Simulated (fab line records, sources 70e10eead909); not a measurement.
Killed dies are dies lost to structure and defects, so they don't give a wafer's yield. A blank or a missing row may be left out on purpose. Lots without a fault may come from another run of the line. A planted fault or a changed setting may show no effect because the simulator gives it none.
Chamber matching | flow nand_harc | NHARC_A_ZERO_WELL_DESCUM_12 on rie_diel-01: 4 sister chambers
The step chemistry O2, time 3 s. 4 wafers are shown with their chamber, then 7 later ones without.

WAFERS WITH THEIR CHAMBER
wafer  | chamber | showerhead_plenum_p_Torr (Torr)
L083.6 | 0       | 1.82
L084.2 | 2       | 1.94
L087.2 | 3       | 1.84
L087.4 | 1       | 1.77

WAFERS WITHOUT THEIR CHAMBER
wafer  | showerhead_plenum_p_Torr (Torr)
L087.5 | 1.82
L090.1 | 1.82
L090.3 | 1.77
L090.6 | 1.94
L097.1 | 1.76
L097.4 | 1.82
L097.5 | 1.93

WHICH CHAMBER EACH WENT THROUGH
wafer  | from the rows above | in truth
L087.5 | 0                   | 0
L090.1 | 0                   | 0
L090.3 | 1                   | 1
L090.6 | 2                   | 2
L097.1 | 1                   | 1
L097.4 | 0                   | 0
L097.5 | 2                   | 2
Placed correctly: 7 of 7. Can't be placed from these rows: 0. Placed wrongly: 0.
How it was worked out, from the rows above alone: a wafer's distance from a chamber is the root of the sum, over the readings, of the square of ((its reading less the chamber's mean) divided by the reading's scatter). The wafer belongs to the nearest chamber; if the next one is less than 2 further off, it can't be placed. A chamber's mean is the mean of its shown wafers. The scatter: with one shown wafer a chamber, the root of the mean of the squares of how far each hidden wafer lies from its nearest shown one.
